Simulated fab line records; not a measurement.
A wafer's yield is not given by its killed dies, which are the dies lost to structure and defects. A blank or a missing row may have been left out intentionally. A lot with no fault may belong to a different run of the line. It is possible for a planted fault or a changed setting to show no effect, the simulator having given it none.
Which tool was responsible? / flow n5Finfet / Sampling: 12 lots, 36 wafers, 5 of 1938 route steps

WHAT EACH GAUGE READ, for each wafer
N5_BEOL_M6_CD_MEAS_11 targets a cd of 38.5 nm.
lot=L076; measured=day 9 14:22; on=cdSem-03; cdNm (nm)=38.9 39.0 38.9
lot=L079; measured=day 10 00:55; on=cdSem-03; cdNm (nm)=39.1 38.9 38.7
lot=L081; measured=day 10 20:29; on=cdSem-02; cdNm (nm)=38.5 38.9 39.1
lot=L077; measured=day 11 05:57; on=cdSem-02; cdNm (nm)=38.2 37.8 37.8
lot=L083; measured=day 11 18:20; on=cdSem-02; cdNm (nm)=38.3 38.6 38.8
lot=L085; measured=day 12 02:43; on=cdSem-03; cdNm (nm)=39.5 38.6 39.5
lot=L088; measured=day 12 12:29; on=cdSem-01; cdNm (nm)=38.5 38.6 38.8
lot=L089; measured=day 13 05:50; on=cdSem-03; cdNm (nm)=37.8 38.2 38.4
lot=L091; measured=day 13 19:04; on=cdSem-01; cdNm (nm)=38.8 38.4 38.7
lot=L094; measured=day 14 04:51; on=cdSem-01; cdNm (nm)=38.7 38.9 38.3
lot=L093; measured=day 14 08:22; on=cdSem-03; cdNm (nm)=38.5 38.4 38.5
lot=L097; measured=day 14 14:07; on=cdSem-01; cdNm (nm)=39.1 40.0 38.5

TOOL THAT RAN EACH LOT (tool first, then ch and the chambers of the sampled wafers, then the start)
lot=L076; N5_BEOL_M5_DESCUM_33=rieDiel-02 ch 1,2, day 9 03:40; N5_BEOL_M5_ALD_86=aldMetal-03 ch 2,3, day 9 04:51; N5_BEOL_M5_ANNEAL_49=pvdSputter-01, day 9 05:37; N5_BEOL_M5_ANNEAL_82=pvdSputter-01, day 9 06:41
lot=L079; N5_BEOL_M5_DESCUM_33=rieDiel-01 ch 1,2,3, day 9 15:37; N5_BEOL_M5_ALD_86=aldMetal-02 ch 2,3, day 9 17:19; N5_BEOL_M5_ANNEAL_49=pvdSputter-01, day 9 17:58; N5_BEOL_M5_ANNEAL_82=pvdSputter-01, day 9 19:03
lot=L081; N5_BEOL_M5_DESCUM_33=rieDiel-06 ch 0,3, day 10 11:05; N5_BEOL_M5_ALD_86=aldMetal-02 ch 0,1,2, day 10 12:38; N5_BEOL_M5_ANNEAL_49=pvdSputter-01, day 10 13:21; N5_BEOL_M5_ANNEAL_82=pvdSputter-01, day 10 14:26
lot=L077; N5_BEOL_M5_DESCUM_33=rieDiel-01 ch 0,2, day 10 19:56; N5_BEOL_M5_ALD_86=aldMetal-01 ch 0,1, day 10 21:01; N5_BEOL_M5_ANNEAL_49=pvdSputter-03, day 10 23:05; N5_BEOL_M5_ANNEAL_82=pvdSputter-03, day 11 00:10
lot=L083; N5_BEOL_M5_DESCUM_33=rieDiel-01 ch 0,1,3, day 11 08:24; N5_BEOL_M5_ALD_86=aldMetal-01 ch 0,1,2, day 11 09:54; N5_BEOL_M5_ANNEAL_49=pvdSputter-03, day 11 10:30; N5_BEOL_M5_ANNEAL_82=pvdSputter-03, day 11 11:35
lot=L085; N5_BEOL_M5_DESCUM_33=rieDiel-02 ch 1,2,3, day 11 17:34; N5_BEOL_M5_ALD_86=aldMetal-03 ch 1,2,3, day 11 18:54; N5_BEOL_M5_ANNEAL_49=pvdSputter-03, day 11 19:29; N5_BEOL_M5_ANNEAL_82=pvdSputter-03, day 11 20:34
lot=L088; N5_BEOL_M5_DESCUM_33=rieDiel-06 ch 1,2,3, day 12 01:40; N5_BEOL_M5_ALD_86=aldMetal-02 ch 0,2,3, day 12 02:49; N5_BEOL_M5_ANNEAL_49=pvdSputter-03, day 12 03:47; N5_BEOL_M5_ANNEAL_82=pvdSputter-03, day 12 04:53
lot=L089; N5_BEOL_M5_DESCUM_33=rieDiel-01 ch 1,2, day 12 18:56; N5_BEOL_M5_ALD_86=aldMetal-01 ch 0,1,2, day 12 20:35; N5_BEOL_M5_ANNEAL_49=pvdSputter-03, day 12 21:55; N5_BEOL_M5_ANNEAL_82=pvdSputter-03, day 12 23:00
lot=L091; N5_BEOL_M5_DESCUM_33=rieDiel-02 ch 2,3, day 13 08:17; N5_BEOL_M5_ALD_86=aldMetal-03 ch 0,1,3, day 13 10:19; N5_BEOL_M5_ANNEAL_49=pvdSputter-01, day 13 10:58; N5_BEOL_M5_ANNEAL_82=pvdSputter-01, day 13 12:02
lot=L094; N5_BEOL_M5_DESCUM_33=rieDiel-06 ch 0,2,3, day 13 18:56; N5_BEOL_M5_ALD_86=aldMetal-01 ch 0,2, day 13 21:26; N5_BEOL_M5_ANNEAL_49=pvdSputter-01, day 13 21:59; N5_BEOL_M5_ANNEAL_82=pvdSputter-01, day 13 23:05
lot=L093; N5_BEOL_M5_DESCUM_33=rieDiel-01 ch 0,1,3, day 13 21:40; N5_BEOL_M5_ALD_86=aldMetal-01 ch 0,2, day 13 22:49; N5_BEOL_M5_ANNEAL_49=pvdSputter-02, day 14 01:02; N5_BEOL_M5_ANNEAL_82=pvdSputter-02, day 14 02:08
lot=L097; N5_BEOL_M5_DESCUM_33=rieDiel-06 ch 0,1,2, day 14 04:34; N5_BEOL_M5_ALD_86=aldMetal-01 ch 1,2,3, day 14 06:06; N5_BEOL_M5_ANNEAL_49=pvdSputter-02, day 14 06:39; N5_BEOL_M5_ANNEAL_82=pvdSputter-02, day 14 07:44
- N5_BEOL_M5_DESCUM_33: chemistry O2, time 7 s.
- N5_BEOL_M5_ALD_86: deposits TaN, pulse time 2 s, purge time 3 s, co reactant purge time 2 s.
- N5_BEOL_M5_ANNEAL_49: time 1800 s.
- N5_BEOL_M5_ANNEAL_82: time 1800 s.

THE ANSWER, worked out from the rows above alone
Rule: the usual values come from the lots themselves. The widest of any qualifying gaps counts: lots, ordered by their means at a reading, are off when they make up no more than a third of the lots, leave a main group of 4 or more, and stand apart from it by 3 or more times the standard deviation of that group's means. A main group whose means are all the same, to the digits that the tables above print for the reading, isn't used. A lot without any number at a reading at which 4 lots or more have one is off too. All remaining lots with rows at the step are treated as sound.
None of the lots is off at any reading shown; this tells nothing.

WHAT WAS PUT IN BY THE SIMULATOR
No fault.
